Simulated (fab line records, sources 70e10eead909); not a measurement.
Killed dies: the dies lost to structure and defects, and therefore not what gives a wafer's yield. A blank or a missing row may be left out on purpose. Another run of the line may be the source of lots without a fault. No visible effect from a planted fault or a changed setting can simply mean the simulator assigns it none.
Chamber matching	flow nand-harc	NHARC_A_SGD_CUT_DESCUM_14 on rie-diel-06: 4 sister chambers
The step chemistry O2, time 3 s. 4 wafers are shown with their chamber, then 10 later ones without.

EACH WAFER AND ITS CHAMBER
wafer	chamber	showerhead-plenum-p-Torr (Torr)
L085.4	3	1.92
L084.4	2	2.02
L088.1	0	1.77
L088.2	1	1.77

WAFERS MISSING THEIR CHAMBER
wafer	showerhead-plenum-p-Torr (Torr)
L088.4	1.92
L091.3	1.77
L091.4	1.92
L091.6	2.02
L092.1	2.02
L092.4	1.77
L092.5	1.92
L094.2	1.91
L094.3	1.77
L094.4	1.77

THE CHAMBER EACH PASSED THROUGH
wafer	from the rows above	in truth
L088.4	3	3
L091.3	can't be placed: 0 or 1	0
L091.4	3	3
L091.6	2	2
L092.1	2	2
L092.4	can't be placed: 0 or 1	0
L092.5	3	3
L094.2	3	3
L094.3	can't be placed: 0 or 1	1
L094.4	can't be placed: 0 or 1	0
Correctly placed: 6 of 10. From these rows, 4 cannot be placed; in 4 the true chamber is one of the candidates. Wrongly placed: 0.
How it was worked out, from the rows above alone: a wafer's distance from a chamber is the root of the sum, over the readings, of the square of ((its reading less the chamber's mean) divided by the reading's scatter). If the next closest chamber is less than 2 further off than the closest, the wafer can't be placed; otherwise it belongs to the closest. The mean given for a chamber averages the wafers shown for that chamber. The scatter (one wafer shown for each chamber): square how far every hidden wafer sits from the nearest shown wafer, average those squares and take the square root.
